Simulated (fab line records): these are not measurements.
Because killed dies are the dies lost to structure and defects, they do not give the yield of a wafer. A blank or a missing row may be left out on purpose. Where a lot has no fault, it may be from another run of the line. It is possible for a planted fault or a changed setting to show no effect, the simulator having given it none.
What tool caused it?	flow n5-finfet	24 lots, 72 wafers sampled, at 5 steps of a route of 1938

WHAT THE GAUGES SHOWED, per wafer
N5_BEOL_M14_OVL_MEAS_29. Usual: M14_OVL typically reads -5 nm, with standard deviation 7.1.
lot	measured	on	M14_OVL (nm)	flag
L075	day 11 04:01	overlay-02	-11 -12 -5	
L074	day 11 16:48	overlay-02	-2 8 5	
L076	day 11 19:04	overlay-01	-12 -10 7	
L078	day 12 11:13	overlay-02	-5 -13 -9	
L077	day 12 11:02	overlay-02	8 -3 6	
L080	day 12 11:23	overlay-01	-7 -8 5	
L079	day 12 15:26	overlay-01	-8 1 -1	
L081	day 12 19:00	overlay-02	-15 -4 -12	
L082	day 13 10:09	overlay-02	3 3 -2	
L084	day 14 01:01	overlay-02	-4 -17 3	
L085	day 14 00:43	overlay-01	-17 -1 -8	
L083	day 14 01:13	overlay-01	4 -8 -1	
L086	day 14 08:12	overlay-02	-26 -19 -26	
L087	day 14 09:59	overlay-02	-2 -7 -7	
L088	day 14 16:08	overlay-01	-16 -13 -4	
L091	day 15 13:33	overlay-01	3 -1 -3	
L089	day 15 15:07	overlay-01	-2 -3 -1	
L090	day 15 19:03	overlay-02	-4 -7 -6	
L093	day 15 21:24	overlay-02	0 6 2	
L092	day 16 06:05	overlay-02	1 -12 5	
L095	day 16 20:57	overlay-02	-8 -1 -12	
L094	day 16 21:13	overlay-02	-6 -2 -5	
L096	day 17 02:59	overlay-01	-4 -13 -8	
L097	day 17 05:58	overlay-01	1 1 -10	

N5_BEOL_M14_INSPECT_30: inspects for defects (macro). Usual: raw-defect-count reads 2.3 (standard deviation 1.6).
lot	measured	on	raw-defect-count	flag
L075	day 11 04:02	defect-inspect-01	0 3 2	
L074	day 11 16:49	defect-inspect-02	0 1 3	
L076	day 11 19:05	defect-inspect-02	7 6 1	
L078	day 12 11:14	defect-inspect-02	4 0 2	
L077	day 12 11:04	defect-inspect-02	0 1 2	
L080	day 12 11:24	defect-inspect-01	4 2 2	
L079	day 12 15:28	defect-inspect-01	0 1 0	
L081	day 12 19:01	defect-inspect-01	4 2 3	
L082	day 13 10:11	defect-inspect-02	4 3 3	
L084	day 14 01:02	defect-inspect-01	2 4 1	
L085	day 14 00:44	defect-inspect-01	1 3 1	
L083	day 14 01:14	defect-inspect-01	2 1 2	
L086	day 14 08:13	defect-inspect-02	1 3 2	
L087	day 14 10:00	defect-inspect-01	0 2 6	
L088	day 14 16:10	defect-inspect-02	2 2 3	
L091	day 15 13:34	defect-inspect-01	1 6 2	
L089	day 15 15:08	defect-inspect-01	1 1 3	
L090	day 15 19:04	defect-inspect-01	3 2 0	
L093	day 15 21:25	defect-inspect-01	4 4 3	
L092	day 16 06:06	defect-inspect-01	1 1 3	
L095	day 16 20:59	defect-inspect-01	2 1 2	
L094	day 16 21:15	defect-inspect-02	0 1 4	
L096	day 17 03:00	defect-inspect-02	3 2 2	
L097	day 17 05:59	defect-inspect-02	3 0 1	

EACH LOT AND THE TOOL THAT RAN IT (in order: tool; ch and the chambers of the sampled wafers; start)
lot	N5_BEOL_M12_DESCUM_33	N5_BEOL_M13_ETCH_59	N5_BEOL_M13_STRIP_64
L075	rie-diel-02 ch 0,1, day 10 16:35	rie-diel-04 ch 2,3, day 10 22:47	plasma-asher-01 ch 0,1, day 10 23:08
L074	rie-diel-06 ch 1,2,3, day 11 04:01	rie-diel-05 ch 0,1,2, day 11 09:11	plasma-asher-01 ch 0,1, day 11 09:32
L076	rie-diel-06 ch 0,1,2, day 11 04:31	rie-diel-04 ch 1,2, day 11 13:25	plasma-asher-01 ch 0,1, day 11 13:50
L078	rie-diel-03 ch 0,1,3, day 11 23:04	rie-diel-01 ch 0,1, day 12 04:41	plasma-asher-02 ch 0,1, day 12 05:02
L077	rie-diel-03 ch 0,2,3, day 12 01:12	rie-diel-01 ch 0,3, day 12 05:09	plasma-asher-02 ch 0,1, day 12 05:30
L080	rie-diel-03 ch 1,2, day 12 01:41	rie-diel-04 ch 0,2,3, day 12 05:18	plasma-asher-01 ch 0,1, day 12 05:39
L079	rie-diel-06 ch 2,3, day 12 05:26	rie-diel-05 ch 0,1,3, day 12 10:37	plasma-asher-01 ch 0,1, day 12 10:58
L081	rie-diel-03 ch 1,3, day 12 08:21	rie-diel-01 ch 0,3, day 12 11:24	plasma-asher-01 ch 0,1, day 12 11:46
L082	rie-diel-02 ch 1,2,3, day 12 23:15	rie-diel-05 ch 0,1,3, day 13 03:46	plasma-asher-01 ch 0,1, day 13 04:07
L084	rie-diel-06 ch 0,2,3, day 13 12:17	rie-diel-04 ch 0,1,2, day 13 15:57	plasma-asher-02 ch 0,1, day 13 16:17
L085	rie-diel-06 ch 0,3, day 13 12:52	rie-diel-01 ch 0,1,2, day 13 17:16	plasma-asher-02 ch 0,1, day 13 17:37
L083	rie-diel-03 ch 1,2,3, day 13 13:07	rie-diel-05 ch 1,3, day 13 18:13	plasma-asher-02 ch 0,1, day 13 18:41
L086	rie-diel-06 ch 0,3, day 13 16:03	rie-diel-04 ch 0,1,2, day 14 00:16	plasma-asher-02 ch 0,1, day 14 00:37
L087	rie-diel-06 ch 0,1, day 13 18:34	rie-diel-05 ch 2,3, day 14 02:32	plasma-asher-02 ch 0,1, day 14 02:53
L088	rie-diel-06 ch 1,2, day 14 01:40	rie-diel-05 ch 1,2,3, day 14 08:58	plasma-asher-02 ch 0,1, day 14 09:19
L091	rie-diel-06 ch 1,2,3, day 15 02:04	rie-diel-01 ch 1,2,3, day 15 07:29	plasma-asher-02 ch 0,1, day 15 07:50
L089	rie-diel-06 ch 0,1,3, day 15 04:07	rie-diel-04 ch 0,1,3, day 15 07:43	plasma-asher-02 ch 0,1, day 15 08:04
L090	rie-diel-06 ch 0,1,3, day 15 07:47	rie-diel-01 ch 0,3, day 15 11:09	plasma-asher-01 ch 0,1, day 15 11:30
L093	rie-diel-06 ch 0,1,2, day 15 09:08	rie-diel-05 ch 1,2,3, day 15 14:47	plasma-asher-01 ch 0,1, day 15 15:09
L092	rie-diel-06 ch 0,2,3, day 15 17:11	rie-diel-04 ch 0,1,3, day 15 20:26	plasma-asher-01 ch 0,1, day 15 20:47
L095	rie-diel-03 ch 2,3, day 16 07:46	rie-diel-05 ch 0,2,3, day 16 12:02	plasma-asher-01 ch 0,1, day 16 12:25
L094	rie-diel-02 ch 2,3, day 16 08:04	rie-diel-05 ch 0,1,2, day 16 12:27	plasma-asher-02 ch 1, day 16 12:47
L096	rie-diel-02 ch 2,3, day 16 13:13	rie-diel-04 ch 1,3, day 16 20:17	plasma-asher-02 ch 0,1, day 16 20:41
L097	rie-diel-06 ch 0,1,3, day 16 14:37	rie-diel-01 ch 0,2,3, day 16 21:19	plasma-asher-02 ch 0,1, day 16 21:40
- N5_BEOL_M12_DESCUM_33: chemistry O2, time 7.9 s.
- N5_BEOL_M13_ETCH_59: etches BARC in N2/H2, target depth 89 nm, overetch 26.7 nm, time 67.9 s.
- N5_BEOL_M13_STRIP_64: strips in N2/H2.

AS READ BY THE TOOLS THEMSELVES (means over the sampled wafers that have a number; for cases with no such wafer, the mark the record gives instead)
N5_BEOL_M12_DESCUM_33. Usual: drypump-motor-current-A 5.8 A, standard deviation 0.4; oes-product-au 0.81 a.u., standard deviation 0.05; rf-vpp-V 243.8 V, standard deviation 1.5; showerhead-plenum-p-Torr 2.13 Torr, standard deviation 0.072; throttle-valve-pct 20.31 %, standard deviation 0.24.
lot	tool	drypump-motor-current-A (A)	oes-product-au (a.u.)	rf-vpp-V (V)	showerhead-plenum-p-Torr (Torr)	throttle-valve-pct (%)	flag
L075	rie-diel-02	5.9	0.94	242.7	2.10	20.13	
L074	rie-diel-06	5.6	0.81	243.7	2.11	20.21	
L076	rie-diel-06	5.8	0.81	243.9	2.12	20.23	
L078	rie-diel-03	5.8	0.83	244.7	2.15	20.50	
L077	rie-diel-03	5.7	0.82	244.2	2.14	20.55	
L080	rie-diel-03	5.5	0.86	245.4	2.22	20.55	
L079	rie-diel-06	5.3	0.83	244.5	2.14	20.04	
L081	rie-diel-03	5.7	0.85	244.8	2.20	20.41	
L082	rie-diel-02	5.4	0.88	243.3	2.10	20.11	
L084	rie-diel-06	5.7	0.81	244.3	2.17	20.11	
L085	rie-diel-06	6.0	0.79	245.3	2.20	20.16	
L083	rie-diel-03	5.6	0.83	244.9	2.19	20.48	
L086	rie-diel-06	6.0	0.80	244.5	2.20	20.16	
L087	rie-diel-06	6.1	0.75	242.4	2.09	20.45	
L088	rie-diel-06	5.4	0.79	242.1	2.09	20.20	
L091	rie-diel-06	5.7	0.77	243.2	2.10	20.26	
L089	rie-diel-06	6.0	0.77	244.5	2.13	20.32	
L090	rie-diel-06	6.0	0.76	243.5	2.13	20.32	
L093	rie-diel-06	5.8	0.77	242.7	2.11	20.28	
L092	rie-diel-06	5.7	0.78	242.9	2.16	20.14	
L095	rie-diel-03	5.6	0.78	243.7	2.14	20.51	
L094	rie-diel-02	5.1	0.80	242.7	2.09	20.23	
L096	rie-diel-02	5.4	0.84	243.4	2.07	20.26	
L097	rie-diel-06	6.0	0.74	243.5	2.13	20.33	

N5_BEOL_M13_ETCH_59. Usual: drypump-motor-current-A 5.8 A, standard deviation 0.52; oes-product-au 0.67 a.u., standard deviation 0.063; rf-vpp-V 523.9 V, standard deviation 2.3; showerhead-plenum-p-Torr 2.54 Torr, standard deviation 0.081; throttle-valve-pct 17.96 %, standard deviation 0.27.
lot	tool	drypump-motor-current-A (A)	oes-product-au (a.u.)	rf-vpp-V (V)	showerhead-plenum-p-Torr (Torr)	throttle-valve-pct (%)	flag
L075	rie-diel-04	6.1	0.70	522.9	2.50	17.95	
L074	rie-diel-05	5.5	0.63	524.0	2.54	17.90	
L076	rie-diel-04	6.2	0.63	522.3	2.48	18.19	
L078	rie-diel-01	6.3	0.71	527.0	2.66	17.78	
L077	rie-diel-01	5.7	0.69	526.3	2.61	17.99	
L080	rie-diel-04	6.1	0.75	524.4	2.55	17.83	
L079	rie-diel-05	5.9	0.65	524.1	2.54	18.03	
L081	rie-diel-01	5.7	0.70	525.2	2.61	18.01	
L082	rie-diel-05	5.9	0.64	523.6	2.54	18.06	
L084	rie-diel-04	6.2	0.68	523.7	2.53	18.08	
L085	rie-diel-01	5.9	0.71	524.7	2.58	17.75	
L083	rie-diel-05	6.0	0.63	521.7	2.46	18.24	
L086	rie-diel-04	6.2	0.68	522.9	2.53	18.08	
L087	rie-diel-05	5.9	0.64	523.7	2.53	18.15	
L088	rie-diel-05	5.8	0.63	521.8	2.49	18.13	
L091	rie-diel-01	5.3	0.69	523.8	2.53	17.83	
L089	rie-diel-04	5.8	0.72	525.2	2.58	17.81	
L090	rie-diel-01	5.7	0.67	526.2	2.60	18.04	
L093	rie-diel-05	5.8	0.62	522.5	2.49	18.16	
L092	rie-diel-04	5.8	0.71	525.3	2.58	17.83	
L095	rie-diel-05	5.7	0.63	525.1	2.56	17.98	
L094	rie-diel-05	5.5	0.61	523.3	2.53	17.96	
L096	rie-diel-04	5.5	0.65	524.4	2.56	17.94	
L097	rie-diel-01	5.7	0.68	524.2	2.57	17.97	

N5_BEOL_M13_STRIP_64. Usual: drypump-motor-current-A 5.63 A, standard deviation 0.3; heater-power-w 337 W, standard deviation 35; oes-product-au 0.715 a.u., standard deviation 0.0045; strip-time-to-endpoint-s 31.31 s, standard deviation 0.091.
lot	tool	drypump-motor-current-A (A)	heater-power-w (W)	oes-product-au (a.u.)	strip-time-to-endpoint-s (s)	flag
L075	plasma-asher-01	5.31	355	0.715	31.42	
L074	plasma-asher-01	5.32	362	0.717	31.15	
L076	plasma-asher-01	5.34	357	0.714	31.14	
L078	plasma-asher-02	5.86	327	0.716	31.27	
L077	plasma-asher-02	5.85	328	0.714	31.30	
L080	plasma-asher-01	5.32	359	0.712	31.39	
L079	plasma-asher-01	5.30	363	0.715	31.40	
L081	plasma-asher-01	5.30	375	0.710	31.38	
L082	plasma-asher-01	5.34	359	0.713	31.36	
L084	plasma-asher-02	5.85	326	0.714	31.40	
L085	plasma-asher-02	5.94	302	0.720	31.36	
L083	plasma-asher-02	5.93	306	0.715	31.24	
L086	plasma-asher-02	5.85	324	0.710	31.32	
L087	plasma-asher-02	5.93	300	0.716	31.27	
L088	plasma-asher-02	5.92	302	0.713	31.31	
L091	plasma-asher-02	5.87	320	0.714	31.34	
L089	plasma-asher-02	5.84	321	0.712	31.31	
L090	plasma-asher-01	5.34	361	0.712	31.13	
L093	plasma-asher-01	5.35	363	0.715	31.36	
L092	plasma-asher-01	5.32	362	0.716	31.24	
L095	plasma-asher-01	5.30	374	0.716	31.32	
L094	plasma-asher-02	5.78	342	0.711	31.45	
L096	plasma-asher-02	5.86	327	0.716	31.20	
L097	plasma-asher-02	5.92	309	0.715	31.34	

THE ANSWER, worked out from the rows above alone
Rule: a lot counts as off when the mean over its wafers that have a number is more than 3 standard deviations away from the usual mean. Also off: a lot with no number at a reading for which 4 or more lots have one. Any other lot the step has rows for is counted as sound. Order of review: gauges by route order, followed by the tools' own readings, for which a lot's mean as printed above is used. At the first step where some lot is off, the reading lying furthest off is the one used; lots without a number count as furthest.
None of the lots is off at any reading shown; this tells nothing.

WHAT THE SIMULATOR PUT IN
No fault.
